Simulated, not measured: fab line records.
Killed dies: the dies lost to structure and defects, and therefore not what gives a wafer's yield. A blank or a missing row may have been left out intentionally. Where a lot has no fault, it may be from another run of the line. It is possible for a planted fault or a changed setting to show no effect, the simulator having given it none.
Matching of chambers :: flow n5Finfet :: N5_BEOL_M4_CO_CAP_55 on cvdCo-02 has 3 sister chambers
The step material Co, precursor CCTBA/H2, target thk 2 nm, time 102.1 s. 14 wafers are shown with their chamber, then 7 later ones without.

== WAFERS WITH THEIR CHAMBER ==
wafer: L168.1
chamber: 2
heaterPowerW (W): 253
chamberPressureTorr (Torr): 30.04

wafer: L168.2
chamber: 1
heaterPowerW (W): 233
chamberPressureTorr (Torr): 29.99

wafer: L169.2
chamber: 0
heaterPowerW (W): 261
chamberPressureTorr (Torr): 30.00

wafer: L169.3
chamber: 1
heaterPowerW (W): 228
chamberPressureTorr (Torr): 29.99

wafer: L169.6
chamber: 1
heaterPowerW (W): 223
chamberPressureTorr (Torr): 30.07

wafer: L170.1
chamber: 1
heaterPowerW (W): 228
chamberPressureTorr (Torr): 30.02

wafer: L170.3
chamber: 2
heaterPowerW (W): 253
chamberPressureTorr (Torr): 30.01

wafer: L171.2
chamber: 2
heaterPowerW (W): 256
chamberPressureTorr (Torr): 29.97

wafer: L171.3
chamber: 1
heaterPowerW (W): 230
chamberPressureTorr (Torr): 29.97

wafer: L171.6
chamber: 1
heaterPowerW (W): 228
chamberPressureTorr (Torr): 29.97

wafer: L172.1
chamber: 2
heaterPowerW (W): 248
chamberPressureTorr (Torr): 29.90

wafer: L172.2
chamber: 1
heaterPowerW (W): 227
chamberPressureTorr (Torr): 29.96

wafer: L172.5
chamber: 1
heaterPowerW (W): 230
chamberPressureTorr (Torr): 29.98

wafer: L174.1
chamber: 1
heaterPowerW (W): 231
chamberPressureTorr (Torr): 29.95

SIGNATURES, as means of the wafers listed above
reading: heaterPowerW
chamber 0: 261.00
chamber 1: 228.67
chamber 2: 252.50
scatter within a chamber: 2.97

reading: chamberPressureTorr
chamber 0: 30.0000
chamber 1: 29.9889
chamber 2: 29.9800
scatter within a chamber: 0.0444
Rule: for a wafer and a chamber, the distance is found by dividing, reading by reading, the gap between the wafer's reading and the chamber's mean by the reading's scatter, squaring, summing and taking the root. If the next closest chamber is less than 2 further off than the closest, the wafer can't be placed; otherwise it belongs to the closest. How the scatter is found: for the shown wafers, subtract from each reading the mean of its chamber, square and add these, divide the total by (wafers less chambers), then take the root.

== WAFERS WITH NO CHAMBER GIVEN ==
wafer: L174.2
heaterPowerW (W): 264
chamberPressureTorr (Torr): 30.00

wafer: L174.6
heaterPowerW (W): 250
chamberPressureTorr (Torr): 29.93

wafer: L176.1
heaterPowerW (W): 253
chamberPressureTorr (Torr): 29.96

wafer: L176.3
heaterPowerW (W): 257
chamberPressureTorr (Torr): 30.04

wafer: L185.1
heaterPowerW (W): 255
chamberPressureTorr (Torr): 29.99

wafer: L185.2
heaterPowerW (W): 228
chamberPressureTorr (Torr): 30.08

wafer: L185.4
heaterPowerW (W): 264
chamberPressureTorr (Torr): 29.97

== EACH ONE'S CHAMBER ==
wafer: L174.2
from the rows above: 0
in truth: 0

wafer: L174.6
from the rows above: 2
in truth: 2

wafer: L176.1
from the rows above: 2
in truth: 2

wafer: L176.3
from the rows above: can't be placed: 0 or 2
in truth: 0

wafer: L185.1
from the rows above: can't be placed: 2 or 0
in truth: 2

wafer: L185.2
from the rows above: 1
in truth: 1

wafer: L185.4
from the rows above: 0
in truth: 0
Placed correctly: 5 of 7. From these rows, 2 cannot be placed; in 2 the true chamber is one of the candidates. Placed wrongly: 0.
